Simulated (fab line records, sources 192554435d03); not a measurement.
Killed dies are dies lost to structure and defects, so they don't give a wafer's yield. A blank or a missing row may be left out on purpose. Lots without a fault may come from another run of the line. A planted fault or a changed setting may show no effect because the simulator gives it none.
Chamber matching | flow n5_finfet | N5_BEOL_M12_ETCH_38 on rie_diel-06: 4 sister chambers
The step etches SiCN in CF4/N2, target depth 68.7 nm, time 73.4 s. 4 wafers are shown with their chamber, then 9 later ones without.

WAFERS WITH THEIR CHAMBER
wafer  | chamber | showerhead_plenum_p_Torr (Torr)
L083.6 | 3       | 2.11
L084.6 | 0       | 2.26
L088.3 | 2       | 2.27
L088.4 | 1       | 2.16

WAFERS WITHOUT THEIR CHAMBER
wafer  | showerhead_plenum_p_Torr (Torr)
L091.2 | 2.11
L091.5 | 2.26
L091.6 | 2.11
L095.2 | 2.16
L095.5 | 2.10
L095.6 | 2.16
L094.3 | 2.10
L094.5 | 2.10
L094.6 | 2.25

WHICH CHAMBER EACH WENT THROUGH
wafer  | from the rows above     | in truth
L091.2 | 3                       | 3
L091.5 | can't be placed: 0 or 2 | 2
L091.6 | 3                       | 3
L095.2 | 1                       | 1
L095.5 | 3                       | 3
L095.6 | 1                       | 1
L094.3 | 3                       | 3
L094.5 | 3                       | 3
L094.6 | can't be placed: 0 or 2 | 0
Placed correctly: 7 of 9. Can't be placed from these rows: 2 (the true chamber is among the candidates in 2). Placed wrongly: 0.
How it was worked out, from the rows above alone: a wafer's distance from a chamber is the root of the sum, over the readings, of the square of ((its reading less the chamber's mean) divided by the reading's scatter). The wafer belongs to the nearest chamber; if the next one is less than 2 further off, it can't be placed. A chamber's mean is the mean of its shown wafers. The scatter: with one shown wafer a chamber, the root of the mean of the squares of how far each hidden wafer lies from its nearest shown one.
